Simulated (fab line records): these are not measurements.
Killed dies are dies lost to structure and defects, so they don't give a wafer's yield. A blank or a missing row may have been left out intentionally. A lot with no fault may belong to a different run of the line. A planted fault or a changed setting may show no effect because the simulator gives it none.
The tool behind it: which one? || flow n5-finfet || 24 lots, 72 wafers sampled, at 5 steps of a route of 1938

## WHAT THE GAUGES READ, wafer by wafer
N5_BEOL_M13_INSPECT_55: inspects for defects (darkfield). Usual: raw-defect-count at 69, with a standard deviation of 20.
{"lot": "L075", "measured": "day 11 11:13", "on": "defect-inspect-01", "raw-defect-count": "42 27 53", "flag": ""}
{"lot": "L077", "measured": "day 11 12:26", "on": "defect-inspect-02", "raw-defect-count": "37 67 77", "flag": ""}
{"lot": "L076", "measured": "day 11 15:19", "on": "defect-inspect-02", "raw-defect-count": "112 40 121", "flag": ""}
{"lot": "L074", "measured": "day 12 00:32", "on": "defect-inspect-01", "raw-defect-count": "46 39 68", "flag": ""}
{"lot": "L079", "measured": "day 12 05:47", "on": "defect-inspect-02", "raw-defect-count": "102 74 72", "flag": ""}
{"lot": "L078", "measured": "day 12 08:28", "on": "defect-inspect-02", "raw-defect-count": "70 66 81", "flag": ""}
{"lot": "L080", "measured": "day 12 12:22", "on": "defect-inspect-02", "raw-defect-count": "63 67 88", "flag": ""}
{"lot": "L081", "measured": "day 12 15:39", "on": "defect-inspect-02", "raw-defect-count": "39 80 89", "flag": ""}
{"lot": "L082", "measured": "day 12 23:36", "on": "defect-inspect-02", "raw-defect-count": "56 56 54", "flag": ""}
{"lot": "L083", "measured": "day 13 15:01", "on": "defect-inspect-02", "raw-defect-count": "52 40 85", "flag": ""}
{"lot": "L084", "measured": "day 13 17:21", "on": "defect-inspect-02", "raw-defect-count": "66 94 106", "flag": ""}
{"lot": "L086", "measured": "day 14 05:10", "on": "defect-inspect-02", "raw-defect-count": "86 102 75", "flag": ""}
{"lot": "L085", "measured": "day 14 05:31", "on": "defect-inspect-01", "raw-defect-count": "88 93 72", "flag": ""}
{"lot": "L087", "measured": "day 14 13:04", "on": "defect-inspect-01", "raw-defect-count": "63 54 57", "flag": ""}
{"lot": "L089", "measured": "day 14 18:17", "on": "defect-inspect-02", "raw-defect-count": "84 100 85", "flag": ""}
{"lot": "L088", "measured": "day 14 20:26", "on": "defect-inspect-02", "raw-defect-count": "63 47 49", "flag": ""}
{"lot": "L091", "measured": "day 15 00:10", "on": "defect-inspect-01", "raw-defect-count": "45 62 34", "flag": ""}
{"lot": "L090", "measured": "day 15 12:30", "on": "defect-inspect-01", "raw-defect-count": "73 97 88", "flag": ""}
{"lot": "L092", "measured": "day 15 13:17", "on": "defect-inspect-02", "raw-defect-count": "63 95 51", "flag": ""}
{"lot": "L094", "measured": "day 15 18:46", "on": "defect-inspect-01", "raw-defect-count": "68 49 99", "flag": ""}
{"lot": "L093", "measured": "day 16 01:13", "on": "defect-inspect-01", "raw-defect-count": "110 69 51", "flag": ""}
{"lot": "L095", "measured": "day 16 03:23", "on": "defect-inspect-01", "raw-defect-count": "88 67 89", "flag": ""}
{"lot": "L097", "measured": "day 16 20:12", "on": "defect-inspect-02", "raw-defect-count": "46 71 72", "flag": ""}
{"lot": "L096", "measured": "day 16 20:28", "on": "defect-inspect-01", "raw-defect-count": "50 63 77", "flag": ""}

N5_BEOL_M14_OVL_MEAS_11. Usual: V13_OVL -2 nm, standard deviation 5.8.
{"lot": "L075", "measured": "day 11 11:47", "on": "overlay-01", "V13_OVL (nm)": "-2 -8 -1", "flag": ""}
{"lot": "L077", "measured": "day 11 13:08", "on": "overlay-01", "V13_OVL (nm)": "-1 -1 1", "flag": ""}
{"lot": "L076", "measured": "day 11 15:53", "on": "overlay-01", "V13_OVL (nm)": "8 2 1", "flag": ""}
{"lot": "L074", "measured": "day 12 01:13", "on": "overlay-01", "V13_OVL (nm)": "-10 -11 -6", "flag": ""}
{"lot": "L079", "measured": "day 12 06:21", "on": "overlay-02", "V13_OVL (nm)": "-3 1 -3", "flag": ""}
{"lot": "L078", "measured": "day 12 09:01", "on": "overlay-01", "V13_OVL (nm)": "-2 7 -1", "flag": ""}
{"lot": "L080", "measured": "day 12 13:04", "on": "overlay-01", "V13_OVL (nm)": "-8 -8 -6", "flag": ""}
{"lot": "L081", "measured": "day 12 16:21", "on": "overlay-02", "V13_OVL (nm)": "-4 -3 0", "flag": ""}
{"lot": "L082", "measured": "day 13 00:10", "on": "overlay-02", "V13_OVL (nm)": "0 -2 -1", "flag": ""}
{"lot": "L083", "measured": "day 13 15:35", "on": "overlay-01", "V13_OVL (nm)": "-1 -8 4", "flag": ""}
{"lot": "L084", "measured": "day 13 18:02", "on": "overlay-01", "V13_OVL (nm)": "-5 -11 -14", "flag": ""}
{"lot": "L086", "measured": "day 14 05:51", "on": "overlay-02", "V13_OVL (nm)": "1 -1 7", "flag": ""}
{"lot": "L085", "measured": "day 14 06:12", "on": "overlay-01", "V13_OVL (nm)": "1 -9 -3", "flag": ""}
{"lot": "L087", "measured": "day 14 13:38", "on": "overlay-02", "V13_OVL (nm)": "-7 -9 -5", "flag": ""}
{"lot": "L089", "measured": "day 14 18:58", "on": "overlay-02", "V13_OVL (nm)": "-10 -6 -5", "flag": ""}
{"lot": "L088", "measured": "day 14 21:07", "on": "overlay-02", "V13_OVL (nm)": "9 -2 4", "flag": ""}
{"lot": "L091", "measured": "day 15 00:52", "on": "overlay-02", "V13_OVL (nm)": "1 5 4", "flag": ""}
{"lot": "L090", "measured": "day 15 13:12", "on": "overlay-01", "V13_OVL (nm)": "-5 -4 -15", "flag": ""}
{"lot": "L092", "measured": "day 15 13:56", "on": "overlay-01", "V13_OVL (nm)": "-3 -7 2", "flag": ""}
{"lot": "L094", "measured": "day 15 19:19", "on": "overlay-01", "V13_OVL (nm)": "-1 4 1", "flag": ""}
{"lot": "L093", "measured": "day 16 01:47", "on": "overlay-02", "V13_OVL (nm)": "2 0 -2", "flag": ""}
{"lot": "L095", "measured": "day 16 04:04", "on": "overlay-02", "V13_OVL (nm)": "-1 3 1", "flag": ""}
{"lot": "L097", "measured": "day 16 20:46", "on": "overlay-01", "V13_OVL (nm)": "-4 -6 1", "flag": ""}
{"lot": "L096", "measured": "day 16 21:02", "on": "overlay-01", "V13_OVL (nm)": "-14 -15 -8", "flag": ""}

## TOOL THAT RAN EACH LOT (tool first, then ch and the chambers of the sampled wafers, then the start)
{"lot": "L075", "N5_BEOL_M13_ETCH_38": "rie-diel-01 ch 0,2, day 11 08:54", "N5_BEOL_M13_SPUTTER_43": "pvd-sputter-03, day 11 09:55", "N5_BEOL_M13_DEP_53": "pecvd-02 ch 1,2, day 11 11:07"}
{"lot": "L077", "N5_BEOL_M13_ETCH_38": "rie-diel-01 ch 0,1,3, day 11 10:11", "N5_BEOL_M13_SPUTTER_43": "pvd-sputter-03, day 11 11:13", "N5_BEOL_M13_DEP_53": "pecvd-03 ch 1, day 11 12:20"}
{"lot": "L076", "N5_BEOL_M13_ETCH_38": "rie-diel-01 ch 0,2,3, day 11 13:36", "N5_BEOL_M13_SPUTTER_43": "pvd-sputter-01, day 11 14:05", "N5_BEOL_M13_DEP_53": "pecvd-03 ch 0,1, day 11 15:13"}
{"lot": "L074", "N5_BEOL_M13_ETCH_38": "rie-diel-01 ch 1,2, day 11 22:11", "N5_BEOL_M13_SPUTTER_43": "pvd-sputter-02, day 11 23:07", "N5_BEOL_M13_DEP_53": "pecvd-02 ch 1, day 12 00:25"}
{"lot": "L079", "N5_BEOL_M13_ETCH_38": "rie-diel-01 ch 0,1,2, day 12 03:17", "N5_BEOL_M13_SPUTTER_43": "pvd-sputter-03, day 12 03:56", "N5_BEOL_M13_DEP_53": "pecvd-03 ch 0,1, day 12 05:41"}
{"lot": "L078", "N5_BEOL_M13_ETCH_38": "rie-diel-02 ch 1,2,3, day 12 06:05", "N5_BEOL_M13_SPUTTER_43": "pvd-sputter-03, day 12 07:08", "N5_BEOL_M13_DEP_53": "pecvd-03 ch 0,1,2, day 12 08:23"}
{"lot": "L080", "N5_BEOL_M13_ETCH_38": "rie-diel-04 ch 0,1,3, day 12 09:41", "N5_BEOL_M13_SPUTTER_43": "pvd-sputter-02, day 12 10:24", "N5_BEOL_M13_DEP_53": "pecvd-03 ch 0,1, day 12 12:17"}
{"lot": "L081", "N5_BEOL_M13_ETCH_38": "rie-diel-04 ch 2,3, day 12 13:44", "N5_BEOL_M13_SPUTTER_43": "pvd-sputter-02, day 12 14:23", "N5_BEOL_M13_DEP_53": "pecvd-03 ch 0,2, day 12 15:34"}
{"lot": "L082", "N5_BEOL_M13_ETCH_38": "rie-diel-04 ch 1,3, day 12 21:52", "N5_BEOL_M13_SPUTTER_43": "pvd-sputter-03, day 12 22:25", "N5_BEOL_M13_DEP_53": "pecvd-03 ch 0,1, day 12 23:30"}
{"lot": "L083", "N5_BEOL_M13_ETCH_38": "rie-diel-04 ch 1,3, day 13 13:27", "N5_BEOL_M13_SPUTTER_43": "pvd-sputter-02, day 13 13:50", "N5_BEOL_M13_DEP_53": "pecvd-03 ch 1,2, day 13 14:56"}
{"lot": "L084", "N5_BEOL_M13_ETCH_38": "rie-diel-02 ch 0,1,2, day 13 14:24", "N5_BEOL_M13_SPUTTER_43": "pvd-sputter-01, day 13 15:12", "N5_BEOL_M13_DEP_53": "pecvd-01 ch 0,2, day 13 17:16"}
{"lot": "L086", "N5_BEOL_M13_ETCH_38": "rie-diel-04 ch 2,3, day 14 03:08", "N5_BEOL_M13_SPUTTER_43": "pvd-sputter-01, day 14 03:50", "N5_BEOL_M13_DEP_53": "pecvd-03 ch 1,2, day 14 05:04"}
{"lot": "L085", "N5_BEOL_M13_ETCH_38": "rie-diel-01 ch 0,1,2, day 14 03:24", "N5_BEOL_M13_SPUTTER_43": "pvd-sputter-01, day 14 04:20", "N5_BEOL_M13_DEP_53": "pecvd-01 ch 1,2, day 14 05:25"}
{"lot": "L087", "N5_BEOL_M13_ETCH_38": "rie-diel-01 ch 0,1,2, day 14 10:20", "N5_BEOL_M13_SPUTTER_43": "pvd-sputter-01, day 14 11:42", "N5_BEOL_M13_DEP_53": "pecvd-01 ch 0,1,2, day 14 12:59"}
{"lot": "L089", "N5_BEOL_M13_ETCH_38": "rie-diel-01 ch 0,3, day 14 16:20", "N5_BEOL_M13_SPUTTER_43": "pvd-sputter-02, day 14 17:03", "N5_BEOL_M13_DEP_53": "pecvd-02 ch 0,2, day 14 18:10"}
{"lot": "L088", "N5_BEOL_M13_ETCH_38": "rie-diel-04 ch 0,1, day 14 18:12", "N5_BEOL_M13_SPUTTER_43": "pvd-sputter-03, day 14 19:14", "N5_BEOL_M13_DEP_53": "pecvd-01 ch 0,1,2, day 14 20:22"}
{"lot": "L091", "N5_BEOL_M13_ETCH_38": "rie-diel-04 ch 2,3, day 14 22:26", "N5_BEOL_M13_SPUTTER_43": "pvd-sputter-01, day 14 22:50", "N5_BEOL_M13_DEP_53": "pecvd-02 ch 0,2, day 15 00:04"}
{"lot": "L090", "N5_BEOL_M13_ETCH_38": "rie-diel-01 ch 1,2,3, day 15 11:02", "N5_BEOL_M13_SPUTTER_43": "pvd-sputter-01, day 15 11:19", "N5_BEOL_M13_DEP_53": "pecvd-03 ch 0,2, day 15 12:25"}
{"lot": "L092", "N5_BEOL_M13_ETCH_38": "rie-diel-01 ch 0,1,3, day 15 11:47", "N5_BEOL_M13_SPUTTER_43": "pvd-sputter-01, day 15 12:06", "N5_BEOL_M13_DEP_53": "pecvd-01 ch 1,2, day 15 13:12"}
{"lot": "L094", "N5_BEOL_M13_ETCH_38": "rie-diel-04 ch 1,2,3, day 15 16:55", "N5_BEOL_M13_SPUTTER_43": "pvd-sputter-01, day 15 17:34", "N5_BEOL_M13_DEP_53": "pecvd-03 ch 1,2, day 15 18:40"}
{"lot": "L093", "N5_BEOL_M13_ETCH_38": "rie-diel-04 ch 2,3, day 15 23:27", "N5_BEOL_M13_SPUTTER_43": "pvd-sputter-02, day 16 00:02", "N5_BEOL_M13_DEP_53": "pecvd-01 ch 1,2, day 16 01:07"}
{"lot": "L095", "N5_BEOL_M13_ETCH_38": "rie-diel-04 ch 1,3, day 16 01:25", "N5_BEOL_M13_SPUTTER_43": "pvd-sputter-03, day 16 02:11", "N5_BEOL_M13_DEP_53": "pecvd-01 ch 0,2, day 16 03:17"}
{"lot": "L097", "N5_BEOL_M13_ETCH_38": "rie-diel-01 ch 0,2,3, day 16 18:20", "N5_BEOL_M13_SPUTTER_43": "pvd-sputter-01, day 16 18:51", "N5_BEOL_M13_DEP_53": "pecvd-01 ch 0,1,2, day 16 20:07"}
{"lot": "L096", "N5_BEOL_M13_ETCH_38": "rie-diel-02 ch 0,1, day 16 18:35", "N5_BEOL_M13_SPUTTER_43": "pvd-sputter-03, day 16 18:56", "N5_BEOL_M13_DEP_53": "pecvd-03 ch 1,2, day 16 20:23"}
- N5_BEOL_M13_ETCH_38: etches SiCN in CF4/N2, target depth 67.5 nm, time 71.9 s.
- N5_BEOL_M13_SPUTTER_43: material TaN, target thk 15 nm, time 24.19 s.
- N5_BEOL_M13_DEP_53: deposits SiCN from 3MS/NH3, target thk 50 nm, time 17.8 s.

## WHAT THE TOOLS THEMSELVES READ (means of the sampled wafers that have a number; where no wafer has one, the mark that the record gives instead)
N5_BEOL_M13_ETCH_38. Usual: drypump-motor-current-A 6.0 A, standard deviation 0.62; oes-product-au 0.76 a.u., standard deviation 0.062; rf-vpp-V 381.6 V, standard deviation 1.7; showerhead-plenum-p-Torr 2.17 Torr, standard deviation 0.064; throttle-valve-pct 15.36 %, standard deviation 0.18.
{"lot": "L075", "tool": "rie-diel-01", "drypump-motor-current-A (A)": 6.2, "oes-product-au (a.u.)": 0.80, "rf-vpp-V (V)": 380.1, "showerhead-plenum-p-Torr (Torr)": 2.13, "throttle-valve-pct (%)": 15.13, "flag": ""}
{"lot": "L077", "tool": "rie-diel-01", "drypump-motor-current-A (A)": 5.9, "oes-product-au (a.u.)": 0.80, "rf-vpp-V (V)": 382.2, "showerhead-plenum-p-Torr (Torr)": 2.18, "throttle-valve-pct (%)": 15.26, "flag": ""}
{"lot": "L076", "tool": "rie-diel-01", "drypump-motor-current-A (A)": 6.1, "oes-product-au (a.u.)": 0.77, "rf-vpp-V (V)": 380.8, "showerhead-plenum-p-Torr (Torr)": 2.15, "throttle-valve-pct (%)": 15.13, "flag": ""}
{"lot": "L074", "tool": "rie-diel-01", "drypump-motor-current-A (A)": 6.6, "oes-product-au (a.u.)": 0.78, "rf-vpp-V (V)": 380.6, "showerhead-plenum-p-Torr (Torr)": 2.16, "throttle-valve-pct (%)": 15.27, "flag": ""}
{"lot": "L079", "tool": "rie-diel-01", "drypump-motor-current-A (A)": 6.1, "oes-product-au (a.u.)": 0.81, "rf-vpp-V (V)": 380.9, "showerhead-plenum-p-Torr (Torr)": 2.17, "throttle-valve-pct (%)": 15.26, "flag": ""}
{"lot": "L078", "tool": "rie-diel-02", "drypump-motor-current-A (A)": 5.8, "oes-product-au (a.u.)": 0.75, "rf-vpp-V (V)": 382.8, "showerhead-plenum-p-Torr (Torr)": 2.24, "throttle-valve-pct (%)": 15.52, "flag": ""}
{"lot": "L080", "tool": "rie-diel-04", "drypump-motor-current-A (A)": 5.9, "oes-product-au (a.u.)": 0.78, "rf-vpp-V (V)": 382.3, "showerhead-plenum-p-Torr (Torr)": 2.21, "throttle-valve-pct (%)": 15.43, "flag": ""}
{"lot": "L081", "tool": "rie-diel-04", "drypump-motor-current-A (A)": 6.3, "oes-product-au (a.u.)": 0.76, "rf-vpp-V (V)": 380.9, "showerhead-plenum-p-Torr (Torr)": 2.12, "throttle-valve-pct (%)": 15.31, "flag": ""}
{"lot": "L082", "tool": "rie-diel-04", "drypump-motor-current-A (A)": 5.6, "oes-product-au (a.u.)": 0.82, "rf-vpp-V (V)": 382.4, "showerhead-plenum-p-Torr (Torr)": 2.20, "throttle-valve-pct (%)": 15.37, "flag": ""}
{"lot": "L083", "tool": "rie-diel-04", "drypump-motor-current-A (A)": 6.1, "oes-product-au (a.u.)": 0.80, "rf-vpp-V (V)": 381.2, "showerhead-plenum-p-Torr (Torr)": 2.15, "throttle-valve-pct (%)": 15.33, "flag": ""}
{"lot": "L084", "tool": "rie-diel-02", "drypump-motor-current-A (A)": 5.7, "oes-product-au (a.u.)": 0.81, "rf-vpp-V (V)": 383.0, "showerhead-plenum-p-Torr (Torr)": 2.26, "throttle-valve-pct (%)": 15.36, "flag": ""}
{"lot": "L086", "tool": "rie-diel-04", "drypump-motor-current-A (A)": 6.0, "oes-product-au (a.u.)": 0.72, "rf-vpp-V (V)": 380.1, "showerhead-plenum-p-Torr (Torr)": 2.10, "throttle-valve-pct (%)": 15.38, "flag": ""}
{"lot": "L085", "tool": "rie-diel-01", "drypump-motor-current-A (A)": 6.1, "oes-product-au (a.u.)": 0.80, "rf-vpp-V (V)": 380.7, "showerhead-plenum-p-Torr (Torr)": 2.16, "throttle-valve-pct (%)": 15.29, "flag": ""}
{"lot": "L087", "tool": "rie-diel-01", "drypump-motor-current-A (A)": 6.1, "oes-product-au (a.u.)": 0.80, "rf-vpp-V (V)": 381.6, "showerhead-plenum-p-Torr (Torr)": 2.16, "throttle-valve-pct (%)": 15.30, "flag": ""}
{"lot": "L089", "tool": "rie-diel-01", "drypump-motor-current-A (A)": 5.5, "oes-product-au (a.u.)": 0.78, "rf-vpp-V (V)": 381.5, "showerhead-plenum-p-Torr (Torr)": 2.14, "throttle-valve-pct (%)": 15.16, "flag": ""}
{"lot": "L088", "tool": "rie-diel-04", "drypump-motor-current-A (A)": 5.7, "oes-product-au (a.u.)": 0.73, "rf-vpp-V (V)": 383.8, "showerhead-plenum-p-Torr (Torr)": 2.27, "throttle-valve-pct (%)": 15.57, "flag": ""}
{"lot": "L091", "tool": "rie-diel-04", "drypump-motor-current-A (A)": 6.3, "oes-product-au (a.u.)": 0.74, "rf-vpp-V (V)": 378.9, "showerhead-plenum-p-Torr (Torr)": 2.11, "throttle-valve-pct (%)": 15.36, "flag": ""}
{"lot": "L090", "tool": "rie-diel-01", "drypump-motor-current-A (A)": 6.5, "oes-product-au (a.u.)": 0.73, "rf-vpp-V (V)": 380.6, "showerhead-plenum-p-Torr (Torr)": 2.17, "throttle-valve-pct (%)": 15.34, "flag": ""}
{"lot": "L092", "tool": "rie-diel-01", "drypump-motor-current-A (A)": 5.9, "oes-product-au (a.u.)": 0.77, "rf-vpp-V (V)": 382.4, "showerhead-plenum-p-Torr (Torr)": 2.17, "throttle-valve-pct (%)": 15.33, "flag": ""}
{"lot": "L094", "tool": "rie-diel-04", "drypump-motor-current-A (A)": 5.8, "oes-product-au (a.u.)": 0.76, "rf-vpp-V (V)": 381.3, "showerhead-plenum-p-Torr (Torr)": 2.15, "throttle-valve-pct (%)": 15.40, "flag": ""}
{"lot": "L093", "tool": "rie-diel-04", "drypump-motor-current-A (A)": 6.3, "oes-product-au (a.u.)": 0.74, "rf-vpp-V (V)": 379.8, "showerhead-plenum-p-Torr (Torr)": 2.11, "throttle-valve-pct (%)": 15.38, "flag": ""}
{"lot": "L095", "tool": "rie-diel-04", "drypump-motor-current-A (A)": 6.1, "oes-product-au (a.u.)": 0.78, "rf-vpp-V (V)": 380.9, "showerhead-plenum-p-Torr (Torr)": 2.15, "throttle-valve-pct (%)": 15.38, "flag": ""}
{"lot": "L097", "tool": "rie-diel-01", "drypump-motor-current-A (A)": 6.1, "oes-product-au (a.u.)": 0.74, "rf-vpp-V (V)": 380.2, "showerhead-plenum-p-Torr (Torr)": 2.14, "throttle-valve-pct (%)": 15.21, "flag": ""}
{"lot": "L096", "tool": "rie-diel-02", "drypump-motor-current-A (A)": 5.4, "oes-product-au (a.u.)": 0.75, "rf-vpp-V (V)": 382.5, "showerhead-plenum-p-Torr (Torr)": 2.20, "throttle-valve-pct (%)": 15.50, "flag": ""}

N5_BEOL_M13_SPUTTER_43. Usual: susceptor-temp-C 49.99 C, standard deviation 0.12; throttle-valve-pct 29.6 %, standard deviation 0.86.
{"lot": "L075", "tool": "pvd-sputter-03", "susceptor-temp-C (C)": 50.09, "throttle-valve-pct (%)": 29.9, "flag": ""}
{"lot": "L077", "tool": "pvd-sputter-03", "susceptor-temp-C (C)": 49.96, "throttle-valve-pct (%)": 30.3, "flag": ""}
{"lot": "L076", "tool": "pvd-sputter-01", "susceptor-temp-C (C)": 49.87, "throttle-valve-pct (%)": 29.6, "flag": ""}
{"lot": "L074", "tool": "pvd-sputter-02", "susceptor-temp-C (C)": 50.05, "throttle-valve-pct (%)": 29.7, "flag": ""}
{"lot": "L079", "tool": "pvd-sputter-03", "susceptor-temp-C (C)": 49.80, "throttle-valve-pct (%)": 30.0, "flag": ""}
{"lot": "L078", "tool": "pvd-sputter-03", "susceptor-temp-C (C)": 50.06, "throttle-valve-pct (%)": 29.4, "flag": ""}
{"lot": "L080", "tool": "pvd-sputter-02", "susceptor-temp-C (C)": 49.97, "throttle-valve-pct (%)": 29.1, "flag": ""}
{"lot": "L081", "tool": "pvd-sputter-02", "susceptor-temp-C (C)": 49.97, "throttle-valve-pct (%)": 29.8, "flag": ""}
{"lot": "L082", "tool": "pvd-sputter-03", "susceptor-temp-C (C)": 49.92, "throttle-valve-pct (%)": 29.9, "flag": ""}
{"lot": "L083", "tool": "pvd-sputter-02", "susceptor-temp-C (C)": 49.97, "throttle-valve-pct (%)": 29.6, "flag": ""}
{"lot": "L084", "tool": "pvd-sputter-01", "susceptor-temp-C (C)": 49.89, "throttle-valve-pct (%)": 29.5, "flag": ""}
{"lot": "L086", "tool": "pvd-sputter-01", "susceptor-temp-C (C)": 50.05, "throttle-valve-pct (%)": 28.8, "flag": ""}
{"lot": "L085", "tool": "pvd-sputter-01", "susceptor-temp-C (C)": 49.97, "throttle-valve-pct (%)": 29.8, "flag": ""}
{"lot": "L087", "tool": "pvd-sputter-01", "susceptor-temp-C (C)": 50.13, "throttle-valve-pct (%)": 29.0, "flag": ""}
{"lot": "L089", "tool": "pvd-sputter-02", "susceptor-temp-C (C)": 50.10, "throttle-valve-pct (%)": 29.9, "flag": ""}
{"lot": "L088", "tool": "pvd-sputter-03", "susceptor-temp-C (C)": 50.04, "throttle-valve-pct (%)": 29.7, "flag": ""}
{"lot": "L091", "tool": "pvd-sputter-01", "susceptor-temp-C (C)": 49.92, "throttle-valve-pct (%)": 29.0, "flag": ""}
{"lot": "L090", "tool": "pvd-sputter-01", "susceptor-temp-C (C)": 49.95, "throttle-valve-pct (%)": 29.0, "flag": ""}
{"lot": "L092", "tool": "pvd-sputter-01", "susceptor-temp-C (C)": 49.92, "throttle-valve-pct (%)": 28.7, "flag": ""}
{"lot": "L094", "tool": "pvd-sputter-01", "susceptor-temp-C (C)": 50.07, "throttle-valve-pct (%)": 28.6, "flag": ""}
{"lot": "L093", "tool": "pvd-sputter-02", "susceptor-temp-C (C)": 50.01, "throttle-valve-pct (%)": 29.2, "flag": ""}
{"lot": "L095", "tool": "pvd-sputter-03", "susceptor-temp-C (C)": 49.91, "throttle-valve-pct (%)": 29.4, "flag": ""}
{"lot": "L097", "tool": "pvd-sputter-01", "susceptor-temp-C (C)": 50.12, "throttle-valve-pct (%)": 29.5, "flag": ""}
{"lot": "L096", "tool": "pvd-sputter-03", "susceptor-temp-C (C)": 50.13, "throttle-valve-pct (%)": 30.0, "flag": ""}

N5_BEOL_M13_DEP_53. Usual: showerhead-plenum-p-Torr 4.174 Torr, standard deviation 0.014; throttle-valve-pct 17.9 %, standard deviation 0.98.
{"lot": "L075", "tool": "pecvd-02", "showerhead-plenum-p-Torr (Torr)": 4.166, "throttle-valve-pct (%)": 18.4, "flag": ""}
{"lot": "L077", "tool": "pecvd-03", "showerhead-plenum-p-Torr (Torr)": 4.176, "throttle-valve-pct (%)": 18.8, "flag": ""}
{"lot": "L076", "tool": "pecvd-03", "showerhead-plenum-p-Torr (Torr)": 4.177, "throttle-valve-pct (%)": 18.7, "flag": ""}
{"lot": "L074", "tool": "pecvd-02", "showerhead-plenum-p-Torr (Torr)": 4.152, "throttle-valve-pct (%)": 19.1, "flag": ""}
{"lot": "L079", "tool": "pecvd-03", "showerhead-plenum-p-Torr (Torr)": 4.167, "throttle-valve-pct (%)": 18.7, "flag": ""}
{"lot": "L078", "tool": "pecvd-03", "showerhead-plenum-p-Torr (Torr)": 4.169, "throttle-valve-pct (%)": 17.8, "flag": ""}
{"lot": "L080", "tool": "pecvd-03", "showerhead-plenum-p-Torr (Torr)": 4.176, "throttle-valve-pct (%)": 18.8, "flag": ""}
{"lot": "L081", "tool": "pecvd-03", "showerhead-plenum-p-Torr (Torr)": 4.181, "throttle-valve-pct (%)": 16.8, "flag": ""}
{"lot": "L082", "tool": "pecvd-03", "showerhead-plenum-p-Torr (Torr)": 4.177, "throttle-valve-pct (%)": 18.8, "flag": ""}
{"lot": "L083", "tool": "pecvd-03", "showerhead-plenum-p-Torr (Torr)": 4.167, "throttle-valve-pct (%)": 17.7, "flag": ""}
{"lot": "L084", "tool": "pecvd-01", "showerhead-plenum-p-Torr (Torr)": 4.174, "throttle-valve-pct (%)": 17.8, "flag": ""}
{"lot": "L086", "tool": "pecvd-03", "showerhead-plenum-p-Torr (Torr)": 4.165, "throttle-valve-pct (%)": 17.8, "flag": ""}
{"lot": "L085", "tool": "pecvd-01", "showerhead-plenum-p-Torr (Torr)": 4.166, "throttle-valve-pct (%)": 17.5, "flag": ""}
{"lot": "L087", "tool": "pecvd-01", "showerhead-plenum-p-Torr (Torr)": 4.168, "throttle-valve-pct (%)": 17.7, "flag": ""}
{"lot": "L089", "tool": "pecvd-02", "showerhead-plenum-p-Torr (Torr)": 4.189, "throttle-valve-pct (%)": 17.5, "flag": ""}
{"lot": "L088", "tool": "pecvd-01", "showerhead-plenum-p-Torr (Torr)": 4.164, "throttle-valve-pct (%)": 17.8, "flag": ""}
{"lot": "L091", "tool": "pecvd-02", "showerhead-plenum-p-Torr (Torr)": 4.196, "throttle-valve-pct (%)": 17.5, "flag": ""}
{"lot": "L090", "tool": "pecvd-03", "showerhead-plenum-p-Torr (Torr)": 4.179, "throttle-valve-pct (%)": 18.1, "flag": ""}
{"lot": "L092", "tool": "pecvd-01", "showerhead-plenum-p-Torr (Torr)": 4.161, "throttle-valve-pct (%)": 17.6, "flag": ""}
{"lot": "L094", "tool": "pecvd-03", "showerhead-plenum-p-Torr (Torr)": 4.171, "throttle-valve-pct (%)": 16.9, "flag": ""}
{"lot": "L093", "tool": "pecvd-01", "showerhead-plenum-p-Torr (Torr)": 4.177, "throttle-valve-pct (%)": 17.5, "flag": ""}
{"lot": "L095", "tool": "pecvd-01", "showerhead-plenum-p-Torr (Torr)": 4.176, "throttle-valve-pct (%)": 17.6, "flag": ""}
{"lot": "L097", "tool": "pecvd-01", "showerhead-plenum-p-Torr (Torr)": 4.167, "throttle-valve-pct (%)": 17.7, "flag": ""}
{"lot": "L096", "tool": "pecvd-03", "showerhead-plenum-p-Torr (Torr)": 4.169, "throttle-valve-pct (%)": 17.1, "flag": ""}

## THE ANSWER, worked out from the rows above alone
Rule: a lot counts as off when the mean over its wafers that have a number is more than 3 standard deviations away from the usual mean. A lot without any number at a reading at which 4 lots or more have one is off too. Any other lot the step has rows for is counted as sound. After the gauges, taken in route order, come the tools' own readings; for these a lot's mean is taken, as printed above. At the first step where some lot is off, the reading lying furthest off is the one used; lots without a number count as furthest.
Nothing can be told from this: no lot is off at any reading shown.

## WHAT THE SIMULATOR HAD PUT IN
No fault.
